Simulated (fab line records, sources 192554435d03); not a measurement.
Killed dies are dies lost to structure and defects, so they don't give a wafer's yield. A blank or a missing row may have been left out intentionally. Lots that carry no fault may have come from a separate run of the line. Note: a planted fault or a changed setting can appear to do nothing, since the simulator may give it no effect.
Which tool was responsible?    flow n5_finfet    24 lots, 72 wafers sampled, at 6 steps of a route of 1938

WHAT THE GAUGES SHOWED, per wafer
N5_WELL_APT_OVL_MEAS_09. Usual: NWELL_OVL gives 2 nm (standard deviation 6.1).
lot   measured     on          NWELL_OVL (nm)  flag
L074  day 1 13:57  overlay-01  8 7 6           
L075  day 1 19:52  overlay-01  3 2 3           
L076  day 2 01:43  overlay-02  6 -1 0          
L077  day 2 07:44  overlay-01  -2 -8 -9        
L078  day 2 13:43  overlay-01  11 12 10        
L079  day 2 19:43  overlay-02  13 8 8          
L080  day 3 01:43  overlay-01  12 9 12         
L081  day 3 07:43  overlay-02  -6 1 5          
L082  day 3 13:43  overlay-01  -4 -5 0         
L083  day 3 19:46  overlay-01  3 2 -1          
L084  day 4 01:50  overlay-02  -1 6 -4         
L085  day 4 07:50  overlay-01  -7 -5 -11       
L086  day 4 13:44  overlay-02  0 2 9           
L087  day 4 19:52  overlay-01  -4 -7 -4        
L088  day 5 01:54  overlay-02  -4 -1 4         
L089  day 5 07:52  overlay-02  6 -4 2          
L090  day 5 13:55  overlay-01  9 3 9           
L091  day 5 19:55  overlay-01  0 2 -2          
L092  day 6 01:43  overlay-01  -4 -7 -6        
L093  day 6 08:02  overlay-02  14 -1 8         
L094  day 6 14:02  overlay-01  5 10 2          
L095  day 6 19:51  overlay-02  4 4 -2          
L096  day 7 01:53  overlay-02  -2 -9 -2        
L097  day 7 07:58  overlay-02  1 -3 4          

N5_FIN_CUT_OVL_MEAS_09. Usual: FIN_CUT_OVL gives -0.7 nm (standard deviation 0.65).
lot   measured     on          FIN_CUT_OVL (nm)  flag
L074  day 2 03:17  overlay-02  -1.0 -0.7 -1.2    
L075  day 2 08:44  overlay-01  -0.5 -1.1 -0.8    
L076  day 2 14:30  overlay-02  0.1 0.1 0.4       
L077  day 2 22:22  overlay-02  -1.4 0.2 -0.4     
L078  day 3 03:23  overlay-02  0.4 -0.7 -0.8     
L079  day 3 08:51  overlay-01  -1.1 -1.3 -0.4    
L080  day 3 15:02  overlay-02  -1.5 -0.6 -0.6    
L081  day 3 20:48  overlay-02  -0.4 -1.5 -1.1    
L082  day 4 03:39  overlay-01  -0.7 0.3 0.1      
L083  day 4 11:05  overlay-02  -1.7 -0.1 -1.0    
L084  day 4 15:16  overlay-02  -0.7 -1.2 -1.2    
L085  day 4 22:58  overlay-02  -0.4 -0.1 -0.7    
L086  day 5 06:29  overlay-01  -1.0 -1.0 0.1     
L087  day 5 11:10  overlay-02  0.4 -0.1 -0.1     
L088  day 5 15:41  overlay-02  -2.3 -0.6 -1.5    
L089  day 5 21:23  overlay-01  0.0 -1.0 -0.8     
L090  day 6 02:48  overlay-02  -1.1 -0.7 -0.1    
L091  day 6 10:17  overlay-02  -1.3 -0.9 -1.9    
L092  day 6 15:20  overlay-02  -0.9 -0.8 -0.9    
L093  day 6 20:25  overlay-02  -0.2 -1.3 -1.6    
L094  day 7 03:32  overlay-01  -1.3 -1.2 0.0     
L095  day 7 08:23  overlay-02  -0.4 -0.9 -0.4    
L096  day 7 15:27  overlay-02  -1.3 -1.5 -0.8    
L097  day 7 21:47  overlay-01  -0.7 -0.3 -1.7    

WHAT TOOL EACH LOT RAN ON (gives the tool, then ch and the chambers of the sampled wafers, and finally the start)
lot   N5_ZERO_LAYER_PECVD_02          N5_FIN_SAQP_PECVD_06            N5_FIN_SAQP_DESCUM_21              N5_FIN_SAQP_STRIP_77
L074  pecvd-04 ch 0,2, day 1 12:17    pecvd-04 ch 0,1,2, day 1 21:52  rie_diel-04 ch 0,2,3, day 1 22:29  rie_diel-05 ch 0,1,3, day 2 02:27
L075  pecvd-02 ch 0, day 1 18:17      pecvd-01 ch 0,1, day 2 03:25    rie_diel-02 ch 0,2, day 2 04:09    rie_diel-04 ch 2,3, day 2 07:56
L076  pecvd-02 ch 0,1,2, day 2 00:19  pecvd-03 ch 0,1,2, day 2 09:21  rie_diel-04 ch 1,2, day 2 10:01    rie_diel-05 ch 0,3, day 2 13:42
L077  pecvd-04 ch 0,2, day 2 06:17    pecvd-03 ch 1,2, day 2 15:57    rie_diel-04 ch 0,1,3, day 2 17:36  rie_diel-04 ch 0,1,2, day 2 21:35
L078  pecvd-03 ch 0,1,2, day 2 12:19  pecvd-03 ch 0,1,2, day 2 21:34  rie_diel-05 ch 0,1, day 2 22:26    rie_diel-04 ch 1,2, day 3 02:28
L079  pecvd-03 ch 0,1,2, day 2 18:17  pecvd-01 ch 0,1,2, day 3 03:29  rie_diel-02 ch 0,1,3, day 3 04:09  rie_diel-04 ch 0,3, day 3 08:04
L080  pecvd-02 ch 0,1,2, day 3 00:17  pecvd-03 ch 0,1,2, day 3 09:34  rie_diel-02 ch 0,1,2, day 3 10:07  rie_diel-02 ch 0,3, day 3 14:00
L081  pecvd-02 ch 1,2, day 3 06:17    pecvd-04 ch 0,2, day 3 15:08    rie_diel-04 ch 0,2,3, day 3 15:41  rie_diel-02 ch 0,1,3, day 3 20:02
L082  pecvd-03 ch 0,1,2, day 3 12:17  pecvd-03 ch 1,2, day 3 22:08    rie_diel-02 ch 0,1, day 3 23:00    rie_diel-05 ch 0,1,3, day 4 02:52
L083  pecvd-03 ch 0,2, day 3 18:17    pecvd-01 ch 0,1,2, day 4 03:52  rie_diel-04 ch 0,1,2, day 4 04:49  rie_diel-05 ch 0,1,2, day 4 10:19
L084  pecvd-04 ch 0,1,2, day 4 00:19  pecvd-04 ch 0,1,2, day 4 09:49  rie_diel-04 ch 0,1,2, day 4 10:22  rie_diel-04 ch 0,1,2, day 4 14:31
L085  pecvd-03 ch 0,1,2, day 4 06:17  pecvd-04 ch 0,1,2, day 4 16:01  rie_diel-04 ch 0,1, day 4 16:34    rie_diel-02 ch 1,2,3, day 4 22:11
L086  pecvd-04 ch 0,1, day 4 12:17    pecvd-04 ch 1,2, day 4 23:43    rie_diel-04 ch 0,1, day 5 00:28    rie_diel-02 ch 0,1,2, day 5 05:42
L087  pecvd-03 ch 1,2, day 4 18:17    pecvd-03 ch 0,1,2, day 5 05:23  rie_diel-04 ch 1,3, day 5 06:03    rie_diel-02 ch 1,2, day 5 10:23
L088  pecvd-04 ch 1,2, day 5 00:17    pecvd-03 ch 0,1, day 5 10:09    rie_diel-04 ch 0,2,3, day 5 10:49  rie_diel-05 ch 0,3, day 5 14:46
L089  pecvd-04 ch 0,1,2, day 5 06:17  pecvd-01 ch 0,1,2, day 5 16:07  rie_diel-04 ch 0,1,2, day 5 16:47  rie_diel-02 ch 0,1,3, day 5 20:36
L090  pecvd-03 ch 0,1,2, day 5 12:17  pecvd-03 ch 1,2, day 5 21:46    rie_diel-04 ch 1,2, day 5 22:18    rie_diel-04 ch 0,1,2, day 6 02:01
L091  pecvd-02 ch 0,1,2, day 5 18:19  pecvd-04 ch 0,1,2, day 6 03:46  rie_diel-02 ch 0,2,3, day 6 04:26  rie_diel-02 ch 0,1,3, day 6 09:31
L092  pecvd-02 ch 1,2, day 6 00:17    pecvd-04 ch 1,2, day 6 09:50    rie_diel-04 ch 1,2, day 6 10:32    rie_diel-04 ch 1,2,3, day 6 14:33
L093  pecvd-03 ch 1,2, day 6 06:19    pecvd-01 ch 1,2, day 6 15:21    rie_diel-02 ch 1,3, day 6 15:56    rie_diel-04 ch 0,2, day 6 19:39
L094  pecvd-04 ch 0,1, day 6 12:18    pecvd-03 ch 0,2, day 6 21:28    rie_diel-02 ch 0,1,3, day 6 22:08  rie_diel-05 ch 0,1,3, day 7 02:46
L095  pecvd-04 ch 0,1,2, day 6 18:19  pecvd-04 ch 0,1,2, day 7 03:04  rie_diel-05 ch 0,1,3, day 7 03:49  rie_diel-02 ch 1,2,3, day 7 07:38
L096  pecvd-02 ch 1,2, day 7 00:17    pecvd-03 ch 0,1, day 7 09:45    rie_diel-02 ch 1,2,3, day 7 10:27  rie_diel-05 ch 0,2,3, day 7 14:31
L097  pecvd-04 ch 1,2, day 7 06:19    pecvd-04 ch 1,2, day 7 16:12    rie_diel-02 ch 2,3, day 7 17:03    rie_diel-04 ch 1,2,3, day 7 20:53
- N5_ZERO_LAYER_PECVD_02: deposits SiO2 from SiH4/N2O, target thk 10 nm, time 6 s.
- N5_FIN_SAQP_PECVD_06: deposits a-Si from SiH4/He, target thk 60 nm, time 48.1 s.
- N5_FIN_SAQP_DESCUM_21: chemistry O2, time 7.9 s.
- N5_FIN_SAQP_STRIP_77: strips in N2/H2, time 90 s.

AS READ BY THE TOOLS THEMSELVES (means over the sampled wafers that have a number; for cases with no such wafer, the mark the record gives instead)
N5_ZERO_LAYER_PECVD_02. Usual: chamber_pressure_Torr 0.7499 Torr, standard deviation 0.0016; heater_power_w 730 W, standard deviation 71; showerhead_plenum_p_Torr 8.08 Torr, standard deviation 0.11; showerhead_vpp_V 1031 V, standard deviation 40.
lot   tool      chamber_pressure_Torr (Torr)  heater_power_w (W)  showerhead_plenum_p_Torr (Torr)  showerhead_vpp_V (V)  flag
L074  pecvd-04  0.7484                        644                 8.01                             1015                  
L075  pecvd-02  0.7509                        828                 8.16                             1048                  
L076  pecvd-02  0.7510                        752                 8.10                             1021                  
L077  pecvd-04  0.7506                        654                 8.03                             1008                  
L078  pecvd-03  0.7514                        783                 8.04                             1069                  
L079  pecvd-03  0.7488                        763                 8.04                             1063                  
L080  pecvd-02  0.7498                        775                 8.09                             1034                  
L081  pecvd-02  0.7505                        724                 8.04                             1047                  
L082  pecvd-03  0.7500                        781                 8.03                             1058                  
L083  pecvd-03  0.7504                        783                 8.13                             1064                  
L084  pecvd-04  0.7503                        702                 8.09                             1009                  
L085  pecvd-03  0.7481                        766                 8.03                             1051                  
L086  pecvd-04  0.7487                        668                 8.06                             991                   
L087  pecvd-03  0.7505                        784                 7.94                             1052                  
L088  pecvd-04  0.7496                        666                 8.18                             1005                  
L089  pecvd-04  0.7491                        691                 8.09                             1000                  
L090  pecvd-03  0.7511                        752                 8.03                             1058                  
L091  pecvd-02  0.7495                        704                 8.10                             1034                  
L092  pecvd-02  0.7523                        693                 8.03                             1039                  
L093  pecvd-03  0.7493                        714                 7.95                             1044                  
L094  pecvd-04  0.7492                        672                 8.16                             978                   
L095  pecvd-04  0.7506                        717                 8.09                             1000                  
L096  pecvd-02  0.7502                        719                 8.05                             1034                  
L097  pecvd-04  0.7494                        701                 8.20                             993                   

N5_FIN_SAQP_PECVD_06. Usual: chamber_pressure_Torr 3.000 Torr, standard deviation 0.0064; heater_power_w 798 W, standard deviation 63; showerhead_plenum_p_Torr 5.65 Torr, standard deviation 0.047; showerhead_vpp_V 619 V, standard deviation 22; throttle_valve_pct 18.3 %, standard deviation 0.65.
lot   tool      chamber_pressure_Torr (Torr)  heater_power_w (W)  showerhead_plenum_p_Torr (Torr)  showerhead_vpp_V (V)  throttle_valve_pct (%)  flag
L074  pecvd-04  3.005                         741                 5.64                             597                   17.8                    
L075  pecvd-01  3.002                         843                 5.67                             619                   18.9                    
L076  pecvd-03  3.002                         772                 5.64                             638                   18.7                    
L077  pecvd-03  2.996                         815                 5.59                             634                   18.6                    
L078  pecvd-03  2.997                         867                 5.62                             648                   18.6                    
L079  pecvd-01  2.999                         819                 5.68                             602                   18.0                    
L080  pecvd-03  3.002                         839                 5.63                             636                   18.6                    
L081  pecvd-04  3.001                         730                 5.62                             610                   18.0                    
L082  pecvd-03  2.999                         792                 5.64                             637                   19.0                    
L083  pecvd-01  2.998                         829                 5.67                             610                   17.8                    
L084  pecvd-04  3.003                         758                 5.65                             607                   17.9                    
L085  pecvd-04  3.001                         752                 5.65                             601                   18.0                    
L086  pecvd-04  3.000                         695                 5.69                             597                   17.6                    
L087  pecvd-03  2.999                         781                 5.63                             643                   18.8                    
L088  pecvd-03  3.001                         858                 5.64                             645                   18.6                    
L089  pecvd-01  3.004                         772                 5.68                             599                   17.9                    
L090  pecvd-03  3.001                         841                 5.62                             644                   18.9                    
L091  pecvd-04  3.003                         767                 5.65                             601                   17.9                    
L092  pecvd-04  2.996                         740                 5.67                             603                   17.8                    
L093  pecvd-01  2.997                         854                 5.70                             582                   17.1                    
L094  pecvd-03  3.007                         863                 5.66                             640                   18.9                    
L095  pecvd-04  3.000                         722                 5.63                             602                   17.9                    
L096  pecvd-03  3.002                         804                 5.64                             644                   18.7                    
L097  pecvd-04  2.999                         774                 5.69                             599                   17.9                    

N5_FIN_SAQP_DESCUM_21. Usual: chamber_pressure_mTorr 19.998 mTorr, standard deviation 0.017; drypump_motor_current_A 5.6 A, standard deviation 0.36; oes_product_au 0.77 a.u., standard deviation 0.085; rf_vpp_V 243.0 V, standard deviation 1.5; showerhead_plenum_p_Torr 2.08 Torr, standard deviation 0.081; throttle_valve_pct 20.50 %, standard deviation 0.12.
lot   tool         chamber_pressure_mTorr (mTorr)  drypump_motor_current_A (A)  oes_product_au (a.u.)  rf_vpp_V (V)  showerhead_plenum_p_Torr (Torr)  throttle_valve_pct (%)  flag
L074  rie_diel-04  19.972                          5.5                          0.73                   242.2         2.08                             20.50                   
L075  rie_diel-02  19.996                          5.6                          0.82                   243.9         2.14                             20.38                   
L076  rie_diel-04  19.999                          5.4                          0.72                   242.6         2.06                             20.72                   
L077  rie_diel-04  19.994                          5.6                          0.71                   242.8         2.07                             20.65                   
L078  rie_diel-05  20.018                          6.0                          0.70                   243.0         2.10                             20.63                   
L079  rie_diel-02  20.013                          5.7                          0.77                   242.9         2.08                             20.41                   
L080  rie_diel-02  20.000                          5.7                          0.78                   244.2         2.14                             20.37                   
L081  rie_diel-04  20.003                          5.4                          0.72                   243.0         2.08                             20.51                   
L082  rie_diel-02  19.989                          5.7                          0.75                   242.6         2.06                             20.34                   
L083  rie_diel-04  20.000                          5.6                          0.81                   241.7         2.03                             20.47                   
L084  rie_diel-04  19.995                          5.6                          0.81                   242.3         2.03                             20.49                   
L085  rie_diel-04  19.993                          5.8                          0.88                   241.8         2.03                             20.52                   
L086  rie_diel-04  20.024                          5.7                          0.87                   242.8         2.03                             20.52                   
L087  rie_diel-04  19.993                          5.3                          0.80                   244.1         2.13                             20.57                   
L088  rie_diel-04  20.002                          5.5                          0.71                   242.9         2.07                             20.55                   
L089  rie_diel-04  19.988                          5.6                          0.78                   242.9         2.03                             20.51                   
L090  rie_diel-04  19.998                          5.3                          0.79                   243.4         2.06                             20.47                   
L091  rie_diel-02  20.004                          5.6                          0.79                   243.7         2.07                             20.47                   
L092  rie_diel-04  19.985                          5.3                          0.79                   243.4         2.06                             20.47                   
L093  rie_diel-02  19.980                          5.7                          0.77                   242.8         2.07                             20.53                   
L094  rie_diel-02  19.988                          5.6                          0.75                   242.4         2.06                             20.46                   
L095  rie_diel-05  19.989                          6.1                          0.78                   243.7         2.10                             20.48                   
L096  rie_diel-02  19.997                          5.7                          0.77                   244.5         2.13                             20.50                   
L097  rie_diel-02  19.999                          5.6                          0.79                   241.9         2.07                             20.56                   

N5_FIN_SAQP_STRIP_77. Usual: chamber_pressure_mTorr 100.00 mTorr, standard deviation 0.099; drypump_motor_current_A 5.8 A, standard deviation 0.44; oes_product_au 0.75 a.u., standard deviation 0.072; rf_vpp_V 45.3 V, standard deviation 0.93; showerhead_plenum_p_Torr 3.39 Torr, standard deviation 0.12; throttle_valve_pct 12.35 %, standard deviation 0.18.
lot   tool         chamber_pressure_mTorr (mTorr)  drypump_motor_current_A (A)  oes_product_au (a.u.)  rf_vpp_V (V)  showerhead_plenum_p_Torr (Torr)  throttle_valve_pct (%)  flag
L074  rie_diel-05  99.97                           6.1                          0.72                   45.9          3.41                             12.44                   
L075  rie_diel-04  99.94                           5.1                          0.74                   45.3          3.45                             12.37                   
L076  rie_diel-05  100.06                          6.5                          0.73                   44.5          3.50                             12.36                   
L077  rie_diel-04  99.99                           5.6                          0.72                   44.7          3.30                             12.46                   
L078  rie_diel-04  100.00                          5.3                          0.72                   43.9          3.35                             12.37                   
L079  rie_diel-04  100.03                          5.8                          0.72                   45.6          3.31                             12.47                   
L080  rie_diel-02  100.01                          5.6                          0.76                   45.4          3.25                             12.16                   
L081  rie_diel-02  99.90                           5.7                          0.77                   45.2          3.34                             12.19                   
L082  rie_diel-05  99.97                           6.1                          0.71                   44.0          3.40                             12.49                   
L083  rie_diel-05  100.00                          5.8                          0.70                   45.6          3.40                             12.56                   
L084  rie_diel-04  100.16                          5.6                          0.81                   44.8          3.29                             12.28                   
L085  rie_diel-02  99.99                           5.7                          0.80                   45.2          3.45                             12.24                   
L086  rie_diel-02  99.96                           5.7                          0.78                   46.0          3.44                             12.19                   
L087  rie_diel-02  100.09                          5.8                          0.78                   46.4          3.53                             12.20                   
L088  rie_diel-05  99.91                           6.5                          0.70                   45.4          3.49                             12.42                   
L089  rie_diel-02  99.93                           5.7                          0.75                   45.2          3.34                             12.23                   
L090  rie_diel-04  100.06                          5.6                          0.78                   45.5          3.29                             12.31                   
L091  rie_diel-02  100.01                          5.7                          0.75                   44.9          3.33                             12.24                   
L092  rie_diel-04  99.99                           5.3                          0.78                   44.7          3.37                             12.34                   
L093  rie_diel-04  100.01                          5.8                          0.70                   44.7          3.25                             12.45                   
L094  rie_diel-05  100.02                          6.1                          0.78                   44.5          3.39                             12.32                   
L095  rie_diel-02  100.01                          5.7                          0.78                   45.3          3.44                             12.30                   
L096  rie_diel-05  99.99                           6.2                          0.79                   46.3          3.48                             12.34                   
L097  rie_diel-04  99.96                           5.3                          0.78                   45.3          3.36                             12.35                   

THE ANSWER, worked out from the rows above alone
Rule: take the mean of a lot's wafers that have a number; if it is more than 3 standard deviations from the usual mean, the lot is off. A lot without any number at a reading at which 4 lots or more have one is off too. The other lots that the step has rows for count as sound. Order of review: gauges by route order, followed by the tools' own readings, for which a lot's mean as printed above is used. At the first step where some lot is off, the reading lying furthest off is the one used; lots without a number count as furthest.
Across all readings shown, no lot is off: no conclusion can be drawn from this.

WHAT HAD BEEN PUT IN BY THE SIMULATOR
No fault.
